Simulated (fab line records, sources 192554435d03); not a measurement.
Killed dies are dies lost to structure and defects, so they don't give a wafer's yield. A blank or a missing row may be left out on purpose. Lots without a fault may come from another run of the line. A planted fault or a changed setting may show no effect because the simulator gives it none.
fab line records | flow n5_finfet
record lots=5 wafers=15 last_day=18
route steps=1938 shown BEOL_M6@1241 PASSIVATION@1936
lots that met no fault: from a run of the same line without faults
start_h: hours from the record's first day to the start of the lot's first wafer shown | wait_h: hours since the lot's step before | " the same as in the row above | L1.1+2: a row that stands for several wafers | - no value, or no start given | * or withheld: withheld | < > ~ a bound
route shown NAME@n: a module of which the file shows steps, and the number in the route of the first | usual: mean/standard deviation of fault-free wafers | same: alike in all rows | chamber/n: place in a boat | sites: the reading at each site | _std_site: their standard deviation | _edge_site: outer sites' mean less inner sites' | radius_mm: how far each site lies from the wafer's centre | mask NAME#n: copy n | behind: the tool/chamber that last shaped the wafer | hold: why the lot was held/for how many hours/how that ended | device: the transistor (n, p or np) that didn't switch | end of line: the same wafers' tests at the end of the route | a step without rows: its recipe alone | killed: dies lost to structure and defects at the first sort, not the wafer's yield | map: a wafer's dies, x killed, . not, _ none there
set.NAME: the setting as run; set.NAME@STEP: as run at that earlier step | model.NAME: the simulator's own value behind a step, which no gauge read
lots at some steps of the route; a table a step, a row a wafer
services: from which hour (start_h, from the record's first day; less than 0 if before it) a tool's chamber was out of use, for how many hours, and why
## steps
# step N5_BEOL_M6_STRIP_80
# recipe chemistry=N2/H2 time_s=10 power_w=450 temp_c=40 pressure_mtorr=20 rf_frequency_hz=6e+07 bias_power_w=7 n2_flow_sccm=200 h2_flow_sccm=200
# usual chamber_pressure_mTorr=20.004/0.017 drypump_motor_current_A=5.9/0.42 n2_flow_sccm=199.9/0.56 oes_product_au=0.81/0.096 rf_vpp_V=59.2/0.87 showerhead_plenum_p_Torr=2.53/0.083 throttle_valve_pct=23.50/0.24
# columns lot.wafer tool chamber start_h wait_h chamber_pressure_mTorr drypump_motor_current_A n2_flow_sccm oes_product_au rf_hours_counter_h rf_vpp_V showerhead_plenum_p_Torr throttle_valve_pct
L757.1 rie_diel-01 2 - - 20.020 5.6 200.0 0.75 190 59.4 2.52 23.39
L757.3 " 0 " " 19.971 6.2 199.8 0.93 16 60.4 2.60 23.05
L757.6 " 0 " " 20.000 6.2 200.5 0.93 - 59.3 2.60 23.07
L765.1 rie_diel-01 2 - - 20.007 5.6 200.4 0.73 207 58.2 2.51 23.40
L765.3 " 3 " " 20.003 6.2 200.4 0.82 76 59.1 2.67 23.40
L765.6 " 0 " " 20.011 6.2 199.5 0.88 - 59.0 2.59 23.09
L768.1 rie_diel-01 0 - - 19.995 6.2 199.8 0.87 39 58.5 2.59 23.07
L768.2 " 1 " " 19.989 5.9 199.2 0.83 68 58.9 2.47 23.62
L768.4 " 2 " " 20.044 5.6 199.6 0.73 214 60.3 2.51 23.42
L773.1 rie_diel-01 0 - - 19.995 6.2 200.4 0.85 56 59.6 2.58 23.11
L773.3 " 1 " " 20.013 5.9 199.9 0.81 86 58.7 2.46 23.64
L773.5 " 3 " " 20.007 6.1 199.6 0.80 - 59.2 2.66 23.42
L774.2 rie_diel-01 0 - - 19.997 6.2 199.8 0.84 61 59.5 2.58 23.11
L774.3 " 1 " " 20.014 5.9 199.7 0.80 90 58.6 2.46 23.64
L774.4 " 3 " " 20.002 6.2 201.1 0.78 103 60.2 2.66 23.42
# step N5_BEOL_M6_OCD_MEAS_38
# usual trench_depth_nm=94.7/1
# columns lot.wafer tool chamber start_h wait_h trench_depth_nm
L757.1 ocd-01 - 211.32 - 93.2
L757.3 " - " " 94.4
L757.6 " - " " 94.7
L765.1 ocd-02 - 259.03 - 94.6
L765.3 " - " " 95.7
L765.6 " - " " 96.6
L768.1 ocd-01 - 275.00 - 96.0
L768.2 " - " " 95.3
L768.4 " - " " 94.3
L773.1 ocd-02 - 320.53 - 94.8
L773.3 " - " " 94.9
L773.5 " - " " 93.4
L774.2 ocd-02 - 334.92 - 95.9
L774.3 " - " " 96.0
L774.4 " - " " 96.0
# step N5_BEOL_M6_HM_STRIP_39
# recipe chemistry=peroxide_tin_strip material=TiN target_depth_a=250 temp_c=50 time_s=158
# step N5_BEOL_M6_SRD_40
# recipe time_s=30 temp_c=23 rinse_liquid=diw dry=ipa_marangoni
# step N5_BEOL_M6_PRECLEAN_42
# recipe chemistry=residue_remover time_s=60 temp_c=40
# step N5_BEOL_M6_SRD_43
# recipe time_s=30 temp_c=23 rinse_liquid=diw dry=ipa_marangoni
# step N5_BEOL_M6_CD_MEAS_35
# recipe target_cd_nm=40 target_cd_y_nm=28 polarity=opening
# usual cd_nm=40.2/0.57
# columns lot.wafer tool chamber start_h wait_h cd_nm
L757.1 cd_sem-01 - 211.47 0.0 40.7
L757.3 " - " " 40.4
L757.6 " - " " 40.9
L765.1 cd_sem-02 - 259.18 0.0 40.4
L765.3 " - " " 40.0
L765.6 " - " " 39.8
L768.1 cd_sem-02 - 275.15 0.0 40.8
L768.2 " - " " 41.4
L768.4 " - " " 41.1
L773.1 cd_sem-03 - 320.69 0.0 41.3
L773.3 " - " " 40.8
L773.5 " - " " 41.2
L774.2 cd_sem-02 - 335.07 0.0 40.7
L774.3 " - " " 40.1
L774.4 " - " " 40.5
# step N5_BEOL_M6_CURE_75
# recipe temp_c=370 time_s=120 ambient=DMADMS/He material=SiCOH_lowk
# usual lamp_power_pct=52.31/0.054 wafer_temp_C_max=372.0/0.51
# columns lot.wafer tool chamber start_h wait_h lamp_power_pct wafer_temp_C_max
L757.1 uv_cure-02 0 211.51 0.0 52.41 372.8
L757.3 " 0 " " 52.31 371.5
L757.6 " 0 " " 52.36 372.3
L765.1 uv_cure-01 1 259.35 0.2 52.29 371.6
L765.3 " 1 " " 52.31 372.2
L765.6 " 1 " " 52.38 371.9
L768.1 uv_cure-03 1 275.20 0.0 52.24 371.2
L768.2 " 1 " " 52.28 372.0
L768.4 " 1 " " 52.22 371.8
L773.1 uv_cure-03 0 320.74 0.0 52.32 372.0
L773.3 " 0 " " 52.40 372.3
L773.5 " 0 " " 52.17 372.4
L774.2 uv_cure-02 0 335.17 0.1 52.31 371.2
L774.3 " 0 " " 52.25 371.9
L774.4 " 0 " " 52.24 372.0
# step N5_BEOL_M6_DEGAS_44
# recipe ambient=vacuum temp_c=250 time_s=60
# usual heater_power_w=328/39 susceptor_temp_C=250.00/0.17
# columns lot.wafer tool chamber start_h wait_h heater_power_w susceptor_temp_C
L757.1 pvd_sputter-03 - 212.97 1.4 297 250.24
L757.3 " - " " 398 249.88
L757.6 " - " " 271 249.85
L765.1 pvd_sputter-01 - 259.80 0.4 328 250.02
L765.3 " - " " 328 249.88
L765.6 " - " " 334 249.82
L768.1 pvd_sputter-03 - 275.63 0.4 268 249.92
L768.2 " - " " 352 249.99
L768.4 " - " " 389 250.02
L773.1 pvd_sputter-01 - 321.65 0.9 276 249.89
L773.3 " - " " 328 249.91
L773.5 " - " " 331 250.04
L774.2 pvd_sputter-01 - 335.76 0.5 342 249.66
L774.3 " - " " 272 250.08
L774.4 " - " " 343 249.80
# step N5_BEOL_M6_PRE_CLEAN_45
# recipe gas=H2/He time_s=30 temp_c=250
# usual heater_power_w=328/38 susceptor_temp_C=249.99/0.16
# columns lot.wafer tool chamber start_h wait_h heater_power_w susceptor_temp_C
L757.1 pvd_sputter-03 - 213.01 0.0 294 249.86
L757.3 " - " " 405 249.80
L757.6 " - " " 264 250.20
L765.1 pvd_sputter-01 - 259.84 0.0 321 249.82
L765.3 " - " " 342 250.02
L765.6 " - " " 331 250.13
L768.1 pvd_sputter-03 - 275.67 0.0 275 249.92
L768.2 " - " " 360 250.04
L768.4 " - " " 391 250.14
L773.1 pvd_sputter-01 - 321.69 0.0 279 250.11
L773.3 " - " " 326 249.97
L773.5 " - " " 335 249.94
L774.2 pvd_sputter-01 - 335.80 0.0 346 249.96
L774.3 " - " " 278 249.87
L774.4 " - " " 348 250.11
# step N5_BEOL_M6_ALD_77
# recipe material=TaN target_thk_a=20 temp_c=275 ald_precursor_family=PDMAT ald_co_reactant=NH3 pressure_torr=3 carrier_flow_sccm=1500 pulse_time_s=2 purge_time_s=3 co_reactant_purge_time_s=2 co_reactant_pulse_time_s=3 ald_cycles=40 precursor_vessel_temp_c=75 precursor_vessel_pressure_torr=26.25 precursor_vessel_carrier_sccm=1000
# step N5_BEOL_M6_SURFACE_TREAT_79
# recipe gas=Ar time_s=* ion_energy_ev=* ion_current_ma_cm2=0.5 pressure_mtorr=* ar_flow_sccm=30
# step N5_BEOL_M6_CVD_78
# recipe material=Co target_thk_a=20 temp_c=withheld precursor=CCTBA/H2 pressure_torr=30 time_s=142.3
# usual run_length_s=165.6/0.45
# columns lot.wafer tool chamber start_h wait_h run_length_s
L757.1 cvd_co-01 0 213.61 0.0 165.9
L757.3 " 1 " " 165.1
L757.6 " 1 " " 164.9
L765.1 cvd_co-01 1 260.47 0.0 165.2
L765.3 " 0 " " 261.6
L765.6 " 0 " " 166.1
L768.1 cvd_co-02 1 276.17 0.0 165.8
L768.2 " 2 " " 165.2
L768.4 " 1 " " 166.3
L773.1 cvd_co-01 1 322.29 0.0 164.9
L773.3 " 2 " " 166.2
L773.5 " 1 " " 164.8
L774.2 cvd_co-01 2 336.50 0.1 166.2
L774.3 " 0 " " 166.4
L774.4 " 2 " " 166.0
# step N5_BEOL_M6_SPUTTER_48
# recipe material=Cu target_thk_a=100 temp_c=-20 bias_v=60 power_w=26000 chamber_pressure_pa=0.13 time_s=1.667
# usual bias_v=60.0/0.58 susceptor_temp_C=-20.00/0.11 throttle_valve_pct=30.9/0.8
# columns lot.wafer tool chamber start_h wait_h bias_v susceptor_temp_C throttle_valve_pct
L757.1 pvd_sputter-03 - 213.83 0.2 59.3 -19.80 31.1
L757.3 " - " " 59.7 -19.90 29.3
L757.6 " - " " 60.0 -20.10 31.1
L765.1 pvd_sputter-01 - 260.63 0.1 60.4 -19.94 30.4
L765.3 " - " " 60.9 -19.70 31.9
L765.6 " - " " 58.5 -20.00 31.2
L768.1 pvd_sputter-03 - 276.31 0.1 59.9 -20.15 29.4
L768.2 " - " " 59.4 -20.00 31.2
L768.4 " - " " 59.3 -20.03 30.5
L773.1 pvd_sputter-02 - 322.48 0.1 59.1 -19.93 32.3
L773.3 " - " " 60.3 -19.87 29.9
L773.5 " - " " 59.9 -20.09 30.1
L774.2 pvd_sputter-03 - 337.83 1.3 59.7 -19.97 31.3
L774.3 " - " " 59.9 -20.00 29.2
L774.4 " - " " 59.8 -20.03 30.7
# step N5_PASSIVATION_PROBE_49
# usual defect_limited_yield=91.4/1.5 killed_at_M0_to_M3=31/11 killed_at_M4_up=13/5.5 killed_at_contacts=13/6.3 killed_at_front_end=40/13 killed_at_other=3.3/2.6 killed_dies=101/18 killed_open=67/13 killed_short=33/7.9 sort_bin_5_function=5.1/1 sort_bin_6_memory=3.2/0.68 sort_n_pass=1079/18 sort_yield_pct=91.4/1.5
# same gross_dies=1180 killed_at_back_side=0 sort_bin_4_leakage[%]=0 sort_bin_8_speed[%]=0
# columns lot.wafer tool chamber start_h wait_h defect_limited_yield[%] killed_at_M0_to_M3 killed_at_M4_up killed_at_contacts killed_at_front_end killed_at_other killed_dies killed_open killed_short sort_bin_5_function[%] sort_bin_6_memory[%] sort_n_pass sort_yield_pct[%]
L765.1 prober-01 - 337.82 0.0 93.0 29 13 8 32 1 83 58 24 5.0 1.8 1097 93.0
L765.3 prober-01 - 337.92 0.1 92.1 28 16 13 35 1 93 61 32 4.6 3.1 1087 92.1
L765.6 prober-01 - 338.07 0.3 91.2 37 17 18 31 1 104 73 29 5.8 3.0 1076 91.2
# killed by level:class
L765.1 FIN_SAQP:geometric_particle:open=14 BEOL_M0_SAQP:geometric_particle:short=9 BEOL_M1:geometric_particle:open=7 MOL_CONTACT_COAG:geometric_particle:open=7 BEOL_M4:geometric_particle:open=7 BEOL_M0_SAQP:geometric_particle:open=6 FIN_SAQP:geometric_particle:short=5 BEOL_M2:geometric_particle:open=5
L765.3 BEOL_M2:geometric_particle:open=15 FIN_SAQP:geometric_particle:short=14 MOL_CONTACT_COAG:geometric_particle:open=12 BEOL_M6:geometric_particle:open=6 FIN_SAQP:geometric_particle:open=4 BEOL_M3:geometric_particle:open=4 ILD0:geometric_particle:open=3 BEOL_M3:geometric_particle:short=3
L765.6 MOL_CONTACT_COAG:geometric_particle:open=12 FIN_SAQP:geometric_particle:open=10 BEOL_M3:geometric_particle:open=9 BEOL_M2:geometric_particle:open=7 FIN_SAQP:geometric_particle:short=6 MOL_CONTACT_COAG:geometric_particle:short=6 BEOL_M5:geometric_particle:open=6 BEOL_M0_SAQP:geometric_particle:open=5
## services
# columns tool chamber start_h hours kind
uv_cure-03 - 213.10 1.4 repair
cvd_co-02 - 225.46 0.6 repair
rie_diel-01 3 225.93 4.2 repair
uv_cure-02 - 231.35 0.9 repair
uv_cure-01 - 234.10 7.5 pm
uv_cure-03 - 244.42 7.1 pm
uv_cure-02 - 260.00 7.5 pm
uv_cure-01 - 271.15 0.8 repair
uv_cure-02 - 283.03 0.3 repair
uv_cure-02 - 323.36 7.1 pm
rie_diel-01 - 326.39 2.8 pm
cvd_co-01 1 333.33 - clean
cvd_co-01 1 333.33 22.0 scheduled_down
cvd_co-01 1 333.33 22.0 vent_cycle
## key
first_sign step=N5_BEOL_M6_CVD_78 reading=run_length_s direction=up sigmas=99+ usual=* struck=*
effect none on later readings
met_at N5_BEOL_M6_CVD_78
struck_wafers L765.3
onset_between 213.61 260.47
fault kind=process_parameter_drift tool=cvd_co-01 chamber=- onset_h=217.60 steps=N5_BEOL_M6_CVD_78 channel=time_s offset=* shape=step end_h=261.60 scope=struck_wafers_only acts_in=* stated=*
